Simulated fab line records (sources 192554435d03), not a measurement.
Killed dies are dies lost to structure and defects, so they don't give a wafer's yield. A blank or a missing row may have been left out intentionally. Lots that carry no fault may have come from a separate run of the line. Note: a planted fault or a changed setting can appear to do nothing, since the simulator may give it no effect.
fab line records	flow n5_finfet
record: lots: 5	wafers: 14	last_day: 18
route steps=1938 shown GATE_CUT@490 BEOL_M4@1111 PASSIVATION@1936
lots that met no fault: taken from a fault-free run of the same line
start_h: start of the lot's first displayed wafer, in hours after the record's first day	wait_h: time in hours since the lot's previous step	" same as the row above	L1.1+2: a row that stands for several wafers	- either no value or no given start	* or withheld: withheld	< > ~ a bound
route shown NAME@n: names a module that has steps shown in the file, with the first one's number in the route	usual: the fault-free wafers' mean and standard deviation	same: alike in all rows	chamber/n: place in a boat	sites: readings site by site	_std_site: the values' standard deviation	_edge_site: the outer-site mean with the inner-site mean subtracted	radius_mm: for every site, how far away it sits from the centre of the wafer	mask NAME#n: copy n	behind: the last tool/chamber to shape the wafer	hold: cause of the lot's hold/its duration in hours/its outcome	device: the n, p or np transistor that did not switch	end of line: the route-end tests of the same wafers	step lacking rows: just its recipe	killed: the dies lost at the first sort to structure and to defects; this is not the yield of the wafer	map: a wafer's dies, marking killed ones x, the rest . and places with no die _
set.NAME: setting as actually run; set.NAME@STEP: the setting as run at that earlier step	model.NAME: the simulator's own value behind a step, which no gauge read
lots at selected steps of the route; one table per step, one row per wafer
services: the hour from which a tool's chamber was out of use, counted from the record's first day as start_h (under 0 if before that day), plus the number of hours and why
== steps ==
step: N5_GATE_CUT_DESCUM_18
recipe: chemistry: O2	time_s: 7	source_power_w: 50	bias_power_w: 20	pressure_mtorr: 20	rf_frequency_hz: 2.712e+07	temp_c: 40	resist: CAR-EUV	o2_flow_sccm: 225
usual: drypump_motor_current_A: 5.7/0.41	o2_flow_sccm: 225.0/0.65	oes_product_au: 0.82/0.09	rf_vpp_V: 243.9/1.6	showerhead_plenum_p_Torr: 2.14/0.087	temp_c: 40.01/0.11	throttle_valve_pct: 20.43/0.26
lot.wafer	tool	chamber	start_h	wait_h	drypump_motor_current_A	o2_flow_sccm	oes_product_au	rf_hours_counter_h	rf_vpp_V	showerhead_plenum_p_Torr	temp_c	throttle_valve_pct
L567.3	rie_diel-06	1	109.29	0.2	5.0	224.7	0.66	250	241.4	1.98	40.05	20.29
L567.4	"	2	"	"	5.8	225.8	0.69	-	243.8	2.15	40.00	20.45
L567.6	"	3	"	"	5.6	225.8	0.89	-	243.9	2.22	39.86	20.22
L576.1	rie_diel-04	0	163.55	0.2	6.3	224.4	0.86	39	244.3	2.13	39.98	20.67
L576.4	"	2	"	"	5.6	224.3	0.70	202	242.1	1.97	40.13	20.57
L576.5	"	0	"	"	6.3	226.0	0.86	-	245.3	2.13	40.12	20.69
L578.1	rie_diel-06	0	171.00	0.1	5.9	225.8	0.91	18	244.9	2.21	39.90	20.45
L578.2	"	3	"	"	5.6	224.4	0.84	57	246.4	2.21	40.21	20.27
L578.5	"	2	"	"	5.9	224.9	0.94	-	243.4	2.14	40.04	20.07
L585.1	rie_diel-06	1	225.75	0.0	5.0	224.5	0.87	28	246.3	2.23	40.09	19.96
L585.6	"	2	"	"	5.9	224.9	0.88	-	245.1	2.14	40.08	20.08
L586.2	rie_diel-05	2	232.89	0.1	4.8	225.9	0.77	124	243.3	2.10	39.80	20.71
L586.3	"	0	"	"	5.9	225.9	0.87	49	242.0	2.06	39.94	20.44
L586.6	"	3	"	"	5.1	224.0	0.71	-	241.8	1.97	39.97	20.55
step: N5_GATE_CUT_ETCH_28
recipe: chemistry: N2/H2	target: underlayer	target_depth_a: 130	mask_material: CAR-EUV	time_s: 10.4	ion_energy_ev: 200	pressure_mtorr: 30	source_w: 840	bias_w: 150	n2_flow_sccm: 200	h2_flow_sccm: 200	ends: cleared
usual: drypump_motor_current_A: 5.7/0.41	etch_rf_on_time_s: 10.39/0.21	h2_flow_sccm: 200.0/0.61	oes_product_au: 0.70/0.078	rf_vpp_V: 525.5/2.9	showerhead_plenum_p_Torr: 2.60/0.1	throttle_valve_pct: 17.85/0.27
lot.wafer	tool	chamber	start_h	wait_h	drypump_motor_current_A	etch_rf_on_time_s	h2_flow_sccm	oes_product_au	rf_hours_counter_h	rf_vpp_V	showerhead_plenum_p_Torr	throttle_valve_pct
L567.3	rie_diel-06	1	109.32	0.0	5.0	10.51	199.2	0.57	250	519.6	2.39	17.67
L567.4	"	2	"	"	5.8	10.48	199.3	0.59	-	527.3	2.60	17.98
L567.6	"	3	"	"	5.6	10.66	199.2	0.74	-	528.5	2.70	17.67
L576.1	rie_diel-04	0	163.59	0.0	6.3	10.35	201.2	0.73	39	525.1	2.57	17.97
L576.4	"	2	"	"	5.7	10.45	199.6	0.60	202	521.1	2.42	18.11
L576.5	"	0	"	"	6.3	10.40	200.4	0.73	-	525.0	2.57	17.99
L578.1	rie_diel-06	0	171.04	0.0	5.9	10.31	199.4	0.78	18	529.4	2.72	18.06
L578.2	"	3	"	"	5.6	10.58	199.0	0.72	57	528.1	2.69	17.70
L578.5	"	2	"	"	5.8	10.34	200.2	0.79	-	525.2	2.60	17.55
L585.1	rie_diel-06	1	225.79	0.0	5.0	10.04	199.4	0.76	28	526.5	2.70	17.26
L585.6	"	2	"	"	5.8	10.17	200.6	0.76	-	526.0	2.59	17.56
L586.2	rie_diel-05	2	232.92	0.0	4.9	10.73	200.4	0.64	124	524.6	2.57	18.19
L586.3	"	0	"	"	5.9	10.56	199.8	0.74	49	522.9	2.49	17.77
L586.6	"	3	"	"	5.2	10.53	200.8	0.60	-	519.8	2.40	18.02
step: N5_GATE_CUT_ETCH_36
recipe: chemistry: CF4	target: SiARC	target_depth_a: 130	mask_material: CAR-EUV	time_s: 21.7	ion_energy_ev: 80	pressure_mtorr: 40	source_w: 545	bias_w: 36	Ar_flow_sccm: 100	cf4_flow_sccm: 100	ends: cleared
usual: drypump_motor_current_A: 5.6/0.41	etch_rf_on_time_s: 21.6/0.35	oes_product_au: 0.70/0.076	rf_vpp_V: 184.6/1.3	showerhead_plenum_p_Torr: 2.19/0.085	throttle_valve_pct: 15.63/0.26
lot.wafer	tool	chamber	start_h	wait_h	drypump_motor_current_A	etch_rf_on_time_s	oes_product_au	rf_hours_counter_h	rf_vpp_V	showerhead_plenum_p_Torr	throttle_valve_pct
L567.3	rie_diel-06	1	109.34	0.0	5.0	22.0	0.57	250	182.4	2.03	15.53
L567.4	"	2	"	"	5.8	22.0	0.60	-	184.3	2.21	15.79
L567.6	"	3	"	"	5.6	22.0	0.75	-	185.8	2.28	15.45
L576.1	rie_diel-04	0	163.61	0.0	6.3	22.0	0.73	39	184.7	2.17	15.78
L576.4	"	2	"	"	5.7	22.1	0.60	202	183.0	2.03	15.85
L576.5	"	0	"	"	6.3	21.8	0.73	-	185.6	2.17	15.77
L578.1	rie_diel-06	0	171.06	0.0	5.9	21.5	0.78	19	185.0	2.28	15.72
L578.2	"	3	"	"	5.6	22.1	0.73	57	185.1	2.27	15.49
L578.5	"	2	"	"	5.8	21.7	0.79	-	185.1	2.20	15.31
L585.1	rie_diel-06	1	225.81	0.0	5.0	21.8	0.74	28	184.4	2.27	15.08
L585.6	"	2	"	"	5.9	21.6	0.76	-	184.8	2.20	15.34
L586.2	rie_diel-05	2	232.94	0.0	4.9	21.8	0.64	124	183.5	2.15	15.90
L586.3	"	0	"	"	5.9	21.6	0.74	49	183.2	2.08	15.43
L586.6	"	3	"	"	5.2	21.7	0.61	-	182.4	2.03	15.81
step: N5_GATE_CUT_ETCH_37
recipe: chemistry: N2/H2	target: SOC	target_depth_a: 600	overetch_a: 120	mask_material: SiARC	temp_c: 40	time_s: 90	ion_energy_ev: 200	pressure_mtorr: 30	source_w: 840	bias_w: 150	n2_flow_sccm: 200	h2_flow_sccm: 200
step: N5_GATE_CUT_STRIP_38
recipe: chemistry: N2/H2	temp_c: 40	n2_flow_sccm: 200	h2_flow_sccm: 200	rf_frequency_hz: 6e+07
step: N5_GATE_CUT_STRIP_39
recipe: chemistry: N2/H2	temp_c: 40	n2_flow_sccm: 200	h2_flow_sccm: 200	rf_frequency_hz: 6e+07
step: N5_GATE_CUT_HM_OPEN_40
recipe: chemistry: C4F6/O2	target: SiO2	mask_material: SiARC	target_depth_a: 1390	time_s: 85.1	ion_energy_ev: 250	pressure_mtorr: 30	source_w: 345	bias_w: 185	Ar_flow_sccm: 300	C4F6_flow_sccm: 10	O2_flow_sccm: 10	ends: cleared
step: N5_GATE_CUT_STRIP_41
recipe: chemistry: CF4	resist: SiARC	power_w: 300	bias_power_w: 75	pressure_mtorr: 50	cf4_flow_sccm: 150	rf_frequency_hz: 6e+07
step: N5_GATE_CUT_STRIP_42
recipe: chemistry: O2	power_w: 400	temp_c: 40	pressure_mtorr: 30	rf_frequency_hz: 6e+07	bias_power_w: 0	overash_fraction: 0.3	o2_flow_sccm: 225
step: N5_GATE_CUT_ETCH_19
recipe: chemistry: CH3F/O2	target: SiNx	mask_material: SiO2	target_depth_a: 537	time_s: 76.7	pressure_mtorr: 30	source_w: 395	bias_w: 73	Ar_flow_sccm: 150	CH3F_flow_sccm: 30	O2_flow_sccm: 20	ion_energy_ev: 120	ends: cleared
step: N5_GATE_CUT_CUT_ETCH_53
recipe: chemistry: SF6/Cl2	target: W	mask_material: SiO2	target_depth_a: 792	pressure_mtorr: 8	icp_w: 900	bias_w: 80	SF6_flow_sccm: 40	Cl2_flow_sccm: 60	ends: cleared
usual: drypump_motor_current_A: 6.0/0.45	etch_rf_on_time_s: 26.3/0.55	oes_product_au: 0.69/0.075	throttle_valve_pct: 28.96/0.26
lot.wafer	tool	chamber	start_h	wait_h	drypump_motor_current_A	etch_rf_on_time_s	oes_product_au	rf_hours_counter_h	throttle_valve_pct
L567.3	rie_metal-02	1	109.70	0.1	6.1	25.2	0.75	-	28.61
L567.4	"	0	"	"	6.0	26.1	0.56	-	29.20
L567.6	"	1	"	"	6.1	25.5	0.75	-	28.61
L576.1	rie_metal-01	1	163.95	0.1	5.9	26.5	0.57	101	29.05
L576.4	"	0	"	"	4.9	26.0	0.65	-	28.73
L576.5	"	0	"	"	4.9	25.9	0.65	-	28.74
L578.1	rie_metal-02	0	171.40	0.1	6.0	26.5	0.55	141	29.21
L578.2	"	1	"	"	6.1	25.9	0.71	35	28.63
L578.5	"	1	"	"	6.1	25.7	0.71	-	28.63
L585.1	rie_metal-03	1	226.15	0.1	6.7	26.8	0.73	28	28.97
L585.6	"	1	"	"	6.7	26.8	0.73	-	28.98
L586.2	rie_metal-03	1	233.28	0.1	6.6	26.8	0.73	29	28.97
L586.3	"	1	"	"	6.7	26.8	0.72	-	28.96
L586.6	"	0	"	"	5.8	27.0	0.70	-	29.29
step: N5_GATE_CUT_CUT_ETCH_54
recipe: chemistry: Cl2/BCl3	target: TiN	mask_material: SiO2	target_depth_a: 967	pressure_mtorr: 10	icp_w: 1000	bias_w: 126	Cl2_flow_sccm: 53.25	bcl3_flow_sccm: 21.75	Ar_flow_sccm: 25	ends: cleared
step: N5_GATE_CUT_CUT_ETCH_55
recipe: chemistry: BCl3	target: HfO2	mask_material: SiO2	target_depth_a: 32	ion_energy_ev: 30	pressure_mtorr: 5	icp_w: 450	bias_w: 18	bcl3_flow_sccm: 80
usual: drypump_motor_current_A: 6.0/0.45	oes_product_au: 0.77/0.086	throttle_valve_pct: 33.0/0.48
lot.wafer	tool	chamber	start_h	wait_h	drypump_motor_current_A	oes_product_au	rf_hours_counter_h	throttle_valve_pct	model.etch.depth_nm
L567.3	rie_metal-02	1	109.81	0.0	6.1	0.82	-	32.4	3.301
L567.4	"	0	"	"	6.0	0.61	-	33.7	3.154
L567.6	"	1	"	"	6.1	0.82	-	32.4	3.268
L576.1	rie_metal-01	1	164.07	0.0	5.9	0.64	101	33.1	3.267
L576.4	"	0	"	"	4.9	0.72	-	33.0	3.207
L576.5	"	0	"	"	4.9	0.71	-	33.0	3.209
L578.1	rie_metal-02	0	171.52	0.0	6.0	0.75	141	33.7	4.459
L578.2	"	1	"	"	6.1	0.79	35	32.4	3.264
L578.5	"	1	"	"	6.1	0.79	-	32.4	3.275
L585.1	rie_metal-03	1	226.29	0.0	6.7	0.83	28	32.9	3.255
L585.6	"	1	"	"	6.7	0.82	-	32.8	3.239
L586.2	rie_metal-03	1	233.40	0.0	6.7	0.82	29	32.9	3.257
L586.3	"	1	"	"	6.7	0.83	-	32.9	3.256
L586.6	"	0	"	"	5.8	0.79	-	33.6	3.183
step: N5_GATE_CUT_ETCH_47
recipe: chemistry: Cl2/BCl3	target: SiO2	target_depth_a: 100	pressure_mtorr: 10	icp_w: 1000	bias_w: 126	Cl2_flow_sccm: 53.25	bcl3_flow_sccm: 21.75	Ar_flow_sccm: 25
usual: drypump_motor_current_A: 6.0/0.45	oes_product_au: 0.77/0.086	throttle_valve_pct: 22.89/0.24
lot.wafer	tool	chamber	start_h	wait_h	drypump_motor_current_A	oes_product_au	rf_hours_counter_h	throttle_valve_pct
L567.3	rie_metal-02	1	109.84	0.0	6.1	0.81	-	22.59
L567.4	"	0	"	"	6.0	0.61	-	23.19
L567.6	"	1	"	"	6.1	0.82	-	22.58
L576.1	rie_metal-01	1	164.10	0.0	5.9	0.64	101	22.96
L576.4	"	0	"	"	4.9	0.71	-	22.70
L576.5	"	0	"	"	4.9	0.71	-	22.71
L578.1	rie_metal-02	0	171.55	0.0	6.0	0.61	141	23.22
L578.2	"	1	"	"	6.1	0.79	35	22.60
L578.5	"	1	"	"	6.1	0.80	-	22.60
L585.1	rie_metal-03	1	226.32	0.0	6.7	0.82	28	22.86
L585.6	"	1	"	"	6.7	0.82	-	22.88
L586.2	rie_metal-03	1	233.43	0.0	6.7	0.81	29	22.86
L586.3	"	1	"	"	6.7	0.82	-	22.87
L586.6	"	0	"	"	5.9	0.79	-	23.19
step: N5_BEOL_M4_RC_MEAS_101
usual: DIBL_N: 36.2/1.5	DIBL_P: 36.4/2.1	IOFF_N: 0.16/0.031	IOFF_P: 0.21/0.037	ION_N: 679/11	ION_P: 465/7.7	SS_N: 71.4/0.55	SS_P: 73.2/0.63	VT_N: 249/3.3	VT_P: -250/3.4
lot.wafer	tool	chamber	start_h	wait_h	DIBL_N[mV/V]	DIBL_P[mV/V]	IOFF_N[nA/um]	IOFF_P[nA/um]	ION_N[uA/um]	ION_P[uA/um]	SS_N[mV/dec]	SS_P[mV/dec]	VT_N[mV]	VT_P[mV]
L567.3	prober-02	0	184.24	0.3	36.8	39.7	0.18	0.25	673	464	71.8	73.2	249	-249
L567.4	"	0	"	"	33.4	35.8	0.12	0.19	670	460	71.2	72.1	251	-252
L567.6	"	0	"	"	36.8	40.4	0.18	0.25	679	465	71.4	73.8	247	-247
L576.1	prober-02	0	247.09	0.0	37.2	38.1	0.19	0.26	698	483	72.1	73.5	248	-248
L576.4	"	0	"	"	35.4	35.7	0.14	0.22	665	466	71.4	73.3	252	-248
L576.5	"	0	"	"	37.9	38.8	0.20	0.27	699	490	71.7	74.4	246	-246
L578.1	prober-01	0	254.50	0.0	36.5	35.9	0.16	0.23	687	473	71.6	73.4	248	-248
L578.2	"	0	"	"	32.8	31.1	0.11	0.16	670	468	71.1	72.0	258	-253
L578.5	"	0	"	"	35.7	34.6	0.15	0.21	668	468	71.6	72.6	249	-250
L585.1	prober-01	0	307.93	0.0	37.4	37.0	0.17	0.22	688	467	72.1	73.5	249	-249
L585.6	"	0	"	"	38.5	38.8	0.21	0.26	697	472	71.8	73.5	245	-246
L586.2	prober-01	0	315.60	0.2	36.2	36.6	0.15	0.21	666	462	71.0	73.0	251	-248
L586.3	"	0	"	"	34.8	35.7	0.13	0.19	672	464	71.1	72.4	250	-248
L586.6	"	0	"	"	37.4	39.2	0.19	0.25	690	466	71.5	73.7	246	-248
step: N5_PASSIVATION_PROBE_49
usual: defect_limited_yield: 91.3/1.3	killed_at_M0_to_M3: 36/12	killed_at_M4_up: 13/4.6	killed_at_contacts: 13/5.4	killed_at_front_end: 37/10	killed_at_other: 3.6/2.9	killed_dies: 102/15	killed_open: 67/12	killed_short: 33/7.5	sort_bin_5_function: 5.1/0.93	sort_bin_6_memory: 3.2/0.62	sort_n_pass: 1078/15	sort_yield_pct: 91.3/1.3
same: gross_dies: 1180	killed_at_back_side: 0	sort_bin_4_leakage[%]: 0	sort_bin_8_speed[%]: 0
lot.wafer	tool	chamber	start_h	wait_h	defect_limited_yield[%]	killed_at_M0_to_M3	killed_at_M4_up	killed_at_contacts	killed_at_front_end	killed_at_other	killed_dies	killed_open	killed_short	sort_bin_5_function[%]	sort_bin_6_memory[%]	sort_n_pass	sort_yield_pct[%]
L567.3	prober-02	-	290.02	0.1	91.6	39	10	8	40	2	99	54	42	5.3	2.7	1081	91.6
L567.4	prober-02	-	290.07	0.2	90.0	53	10	8	47	0	118	76	41	5.8	3.6	1062	90.0
L567.6	prober-02	-	290.17	0.3	90.5	45	13	12	38	4	112	76	34	5.4	4.0	1068	90.5
L576.1	prober-02	-	354.40	0.0	90.7	36	17	7	50	0	110	75	34	5.7	3.2	1070	90.7
L576.4	prober-02	-	354.55	0.2	91.7	27	17	9	39	6	98	59	39	4.7	3.0	1082	91.7
L576.5	prober-02	-	354.60	0.2	92.7	15	19	11	38	3	86	60	25	4.3	2.9	1094	92.7
L578.1	prober-01	-	356.13	0.0	93.2	20	15	14	30	1	80	55	24	4.7	2.0	1100	93.2
L578.2	prober-01	-	356.18	0.1	92.3	38	13	14	21	5	91	57	32	4.3	3.1	1089	92.3
L578.5	prober-01	-	356.33	0.2	92.9	32	14	13	25	0	84	52	29	4.2	2.8	1096	92.9
L585.1	prober-01	-	414.10	0.0	91.2	38	4	11	46	5	104	72	30	5.3	3.0	1076	91.2
L585.6	prober-01	-	414.35	0.3	91.9	27	12	14	41	2	96	53	38	4.9	2.7	1084	91.9
L586.2	prober-01	-	424.15	0.1	90.4	60	8	12	30	3	113	77	34	6.0	3.6	1067	90.4
L586.3	prober-01	-	424.20	0.1	85.8	94	19	14	40	1	168	109	57	7.8	6.1	1012	85.8
L586.6	prober-01	-	424.35	0.3	90.1	37	17	6	53	4	117	75	42	6.4	2.9	1063	90.1
killed by level:class
L567.3 FIN_SAQP:geometric_particle:open=16 FIN_SAQP:geometric_particle:short=11 BEOL_M2:geometric_particle:short=8 BEOL_M1:geometric_particle:short=7 BEOL_M2:geometric_particle:open=7 MOL_CONTACT_COAG:geometric_particle:open=6 STI_FIN_REVEAL:geometric_particle:open=5 BEOL_M0_SAQP:geometric_particle:short=5
L567.4 FIN_SAQP:geometric_particle:open=14 BEOL_M0_SAQP:geometric_particle:open=12 FIN_SAQP:geometric_particle:short=10 BEOL_M0_SAQP:geometric_particle:short=9 STI_FIN_REVEAL:geometric_particle:open=8 MOL_CONTACT_COAG:geometric_particle:open=8 BEOL_M1:geometric_particle:short=7 BEOL_M2:geometric_particle:open=7
L567.6 BEOL_M1:geometric_particle:open=13 FIN_SAQP:geometric_particle:short=11 FIN_SAQP:geometric_particle:open=8 MOL_CONTACT_COAG:geometric_particle:open=8 BEOL_M0_SAQP:geometric_particle:short=7 STI_FIN_REVEAL:geometric_particle:open=7 BEOL_M0_SAQP:geometric_particle:open=7 BEOL_M2:geometric_particle:open=7
L576.1 STI_FIN_REVEAL:geometric_particle:open=14 BEOL_M0_SAQP:geometric_particle:open=11 FIN_SAQP:geometric_particle:short=9 BEOL_M2:geometric_particle:open=8 FIN_SAQP:geometric_particle:open=7 MOL_CONTACT_COAG:geometric_particle:open=7 BEOL_M0_SAQP:geometric_particle:short=7 STI_FIN_REVEAL:geometric_particle:short=6
L576.4 STI_FIN_REVEAL:geometric_particle:open=10 MOL_CONTACT_COAG:geometric_particle:open=8 BEOL_M4:geometric_particle:open=7 BEOL_M1:geometric_particle:open=6 BEOL_M2:geometric_particle:short=6 FIN_SAQP:geometric_particle:short=5 GATE_CUT:geometric_particle:short=5 BEOL_M0_SAQP:geometric_particle:short=5
L576.5 FIN_SAQP:geometric_particle:short=12 MOL_CONTACT_COAG:geometric_particle:open=11 BEOL_M4:geometric_particle:open=11 BEOL_M1:geometric_particle:open=8 STI_FIN_REVEAL:geometric_particle:open=6 FIN_SAQP:geometric_particle:open=5 GATE_CUT:geometric_particle:open=3 BEOL_M0_SAQP:geometric_particle:open=3
L578.1 MOL_CONTACT_COAG:geometric_particle:open=11 STI_FIN_REVEAL:geometric_particle:open=10 BEOL_M2:geometric_particle:open=10 FIN_SAQP:geometric_particle:short=8 BEOL_M8:geometric_particle:open=6 MOL_CONTACT_COAG:geometric_particle:short=3 STARTING-WAFER:geometric_particle:open=3 STARTING-WAFER:geometric_particle:short=3
L578.2 MOL_CONTACT_COAG:geometric_particle:open=11 BEOL_M0_SAQP:geometric_particle:open=8 BEOL_M0_SAQP:geometric_particle:short=8 BEOL_M2:geometric_particle:open=8 FIN_SAQP:geometric_particle:short=7 BEOL_M1:geometric_particle:open=5 BEOL_M4:geometric_particle:open=5 BEOL_M3:geometric_particle:open=4
L578.5 FIN_SAQP:geometric_particle:short=10 MOL_CONTACT_COAG:geometric_particle:open=10 BEOL_M0_SAQP:geometric_particle:short=9 BEOL_M0_SAQP:geometric_particle:open=8 BEOL_M2:geometric_particle:open=7 BEOL_M0:geometric_particle:open=4 BEOL_M8:geometric_particle:open=4 FIN_SAQP:geometric_particle:open=3
L585.1 FIN_SAQP:geometric_particle:open=15 BEOL_M2:geometric_particle:open=12 MOL_CONTACT_COAG:geometric_particle:open=11 FIN_SAQP:geometric_particle:short=7 GATE_CUT:geometric_particle:short=6 BEOL_M0:geometric_particle:short=5 BEOL_M0_SAQP:geometric_particle:open=5 BEOL_M3:geometric_particle:open=5
L585.6 FIN_SAQP:geometric_particle:short=11 MOL_CONTACT_COAG:geometric_particle:open=11 BEOL_M2:geometric_particle:open=7 FIN_SAQP:geometric_particle:open=6 BEOL_M0_SAQP:geometric_particle:open=6 BEOL_M0_SAQP:geometric_particle:short=6 ILD0:geometric_particle:short=4 GATE_CUT:geometric_particle:short=4
L586.2 BEOL_M3:geometric_particle:open=18 BEOL_M2:geometric_particle:open=11 BEOL_M1:geometric_particle:open=8 BEOL_M3:geometric_particle:short=8 FIN_SAQP:geometric_particle:open=7 MOL_CONTACT_COAG:geometric_particle:open=7 GATE_CUT:geometric_particle:short=6 MOL_CONTACT_COAG:geometric_particle:short=5
L586.3 BEOL_M3:geometric_particle:open=24 BEOL_M0_SAQP:geometric_particle:open=16 BEOL_M2:geometric_particle:open=15 BEOL_M0_SAQP:geometric_particle:short=14 FIN_SAQP:geometric_particle:open=13 MOL_CONTACT_COAG:geometric_particle:open=11 FIN_SAQP:geometric_particle:short=9 BEOL_M1:geometric_particle:open=9
L586.6 BEOL_M3:geometric_particle:open=14 GATE_CUT:geometric_particle:short=12 FIN_SAQP:geometric_particle:open=10 BEOL_M2:geometric_particle:open=7 STARTING-WAFER:geometric_particle:open=6 FIN_SAQP:geometric_particle:short=5 STI_FIN_REVEAL:geometric_particle:open=5 GATE_CUT:geometric_particle:open=5
== services ==
tool	chamber	start_h	hours	kind
rie_metal-02	1	90.31	8.5	repair
rie_diel-06	0	92.68	-	clean
rie_diel-06	0	92.68	-	consumable_replace:focus_ring
rie_diel-06	0	92.68	-	consumable_replace:showerhead
rie_diel-06	0	92.68	20.7	scheduled_down
rie_diel-06	0	92.68	20.7	vent_cycle
rie_diel-06	1	113.51	-	clean
rie_diel-06	1	113.51	-	consumable_replace:focus_ring
rie_diel-06	1	113.51	-	consumable_replace:showerhead
rie_diel-06	1	113.51	17.6	scheduled_down
rie_diel-06	1	113.51	17.6	vent_cycle
rie_metal-02	0	126.69	16.4	repair
rie_diel-06	2	142.38	-	clean
rie_diel-06	2	142.38	-	consumable_replace:focus_ring
rie_diel-06	2	142.38	12.8	scheduled_down
rie_diel-06	2	142.38	12.8	vent_cycle
rie_metal-02	0	175.69	26.6	repair
rie_metal-02	0	202.30	-	clean
rie_metal-02	0	202.30	28.8	scheduled_down
rie_metal-02	0	202.30	28.8	vent_cycle
rie_metal-01	-	222.61	0.1	repair
rie_diel-06	1	231.72	4.9	repair
== key ==
first_sign none at tools or gauges
model_effect: step: N5_GATE_CUT_CUT_ETCH_55	value: etch.depth_nm	without: 3.167	struck: 4.459
met_at N5_GATE_CUT_CUT_ETCH_55
struck_wafers L578.1
onset_between 109.81 171.52
fault: kind: process_parameter_drift	tool: rie_metal-02	chamber: 0	onset_h: 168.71	steps: N5_GATE_CUT_CUT_ETCH_55	channel: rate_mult	offset: 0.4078	shape: step	end_h: 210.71
